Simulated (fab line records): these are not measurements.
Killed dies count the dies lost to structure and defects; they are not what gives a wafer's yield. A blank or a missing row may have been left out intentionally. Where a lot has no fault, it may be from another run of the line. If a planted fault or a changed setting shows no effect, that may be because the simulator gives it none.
One fault through the eyes of 2 desks | flow n5 finfet | each desk holds nothing but its own numbers, with what lay behind them at the end

== FROM THE METROLOGY DESK ==
Lot by lot, what the gauges showed, no matter which tool ran the lot: averages of those sampled wafers that carry a number. Marked OUT: a lot whose mean sits more than 4 standard deviations from the usual mean, which makes it out of limits; the brackets give that distance. 7 of its 10 readings are shown, namely those furthest out on some lot.
Columns: A = DIBL_N at N5_BEOL_M4_RC_MEAS_101, usual 36.0 mV/V; B = DIBL_P at N5_BEOL_M4_RC_MEAS_101, usual 36.3 mV/V; C = ION_N at N5_BEOL_M4_RC_MEAS_101, usual 673 uA/um; D = ION_P at N5_BEOL_M4_RC_MEAS_101, usual 461 uA/um; E = SS_P at N5_BEOL_M4_RC_MEAS_101, usual 73.2 mV/dec; F = VT_N at N5_BEOL_M4_RC_MEAS_101, usual 250 mV; G = VT_P at N5_BEOL_M4_RC_MEAS_101, usual -250.9 mV
lot  | first seen here | A    | B    | C   | D   | E    | F   | G
L460 | day 9 10:52     | 35.6 | 36.1 | 673 | 462 | 73.3 | 250 | -250.7
L462 | day 9 23:12     | 34.6 | 35.9 | 670 | 463 | 73.2 | 252 | -252.3
L466 | day 11 04:19    | 36.5 | 37.4 | 682 | 460 | 73.8 | 246 | -252.4
L468 | day 11 08:05    | 36.9 | 36.2 | 666 | 454 | 73.6 | 251 | -251.4
L475 | day 12 17:22    | 36.4 | 37.0 | 673 | 462 | 73.5 | 251 | -251.4
L474 | day 12 22:46    | 36.6 | 37.5 | 674 | 466 | 72.9 | 253 | -249.8
L476 | day 12 22:59    | 35.5 | 35.1 | 670 | 459 | 73.6 | 253 | -251.4
L477 | day 14 04:22    | 36.0 | 34.9 | 670 | 458 | 72.9 | 248 | -252.1
L479 | day 14 06:26    | 38.1 | 37.2 | 680 | 461 | 73.7 | 249 | -250.7
L478 | day 14 07:43    | 37.3 | 39.0 | 685 | 473 | 73.8 | 246 | -247.3
This desk's verdict: no lot among the 10 shows anything out of limits.

== THE TOOL OWNER'S DESK: rie diel-01 ==
The tool's own readings at N5_FIN_SAQP_HM_OPEN_33 (chemistry CH3F/O2, target SiNx, target depth 49.4 nm, time 70.6 s): means of the sampled wafers that have a number, for each lot that ran on this tool. Marked OUT: a lot whose mean sits more than 4 standard deviations from the usual mean, which makes it out of limits; the brackets give that distance.
Columns: A = drypump motor current A at N5_FIN_SAQP_HM_OPEN_33, usual 5.6 A; B = etch rf on time s at N5_FIN_SAQP_HM_OPEN_33, usual 69.0 s; C = oes product au at N5_FIN_SAQP_HM_OPEN_33, usual 0.66 a.u.; D = rf vpp V at N5_FIN_SAQP_HM_OPEN_33, usual 298 V; E = showerhead plenum p Torr at N5_FIN_SAQP_HM_OPEN_33, usual 1.98 Torr; F = throttle valve pct at N5_FIN_SAQP_HM_OPEN_33, usual 16.33 %
lot  | first seen here | A   | B              | C    | D   | E    | F
L460 | day 3 02:38     | 5.0 | 69.3           | 0.67 | 302 | 1.97 | 16.28
L466 | day 4 17:05     | 5.1 | 53.2 (-11) OUT | 0.80 | 298 | 2.00 | 16.20
L468 | day 5 01:49     | 6.5 | 54.0 (-11) OUT | 0.91 | 296 | 2.05 | 15.93
L477 | day 7 09:04     | 5.6 | 69.5           | 0.65 | 299 | 2.00 | 16.22
L478 | day 7 14:55     | 5.1 | 69.9           | 0.62 | 300 | 1.98 | 16.31
L479 | day 7 20:44     | 5.5 | 68.9           | 0.67 | 300 | 1.98 | 16.28
Finding of this desk: L466, L468 out of limits; the first was L466 at day 4 17:05, on etch rf on time s at N5_FIN_SAQP_HM_OPEN_33. In limits: L460, L477, L478, L479.

== TAKEN TOGETHER ==
The tool owner's desk had the chance to raise an alarm at day 4 17:05 on L466, L468.
At the metrology desk, nothing out of limits was observed.
The metrology desk holds a record of L466, L468, inside its limits.
Every lot named ran N5_FIN_SAQP_HM_OPEN_33 on rie diel-01.

== WHAT THE SIMULATOR HAD PUT IN ==
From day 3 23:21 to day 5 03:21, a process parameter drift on rie diel-01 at N5_FIN_SAQP_HM_OPEN_33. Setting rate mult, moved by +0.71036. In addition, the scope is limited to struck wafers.
Shown lots that were struck: L466, L468.
Delay in hours, fault start to first out-of-limits reading, by desk: the tool owner's desk at 18.
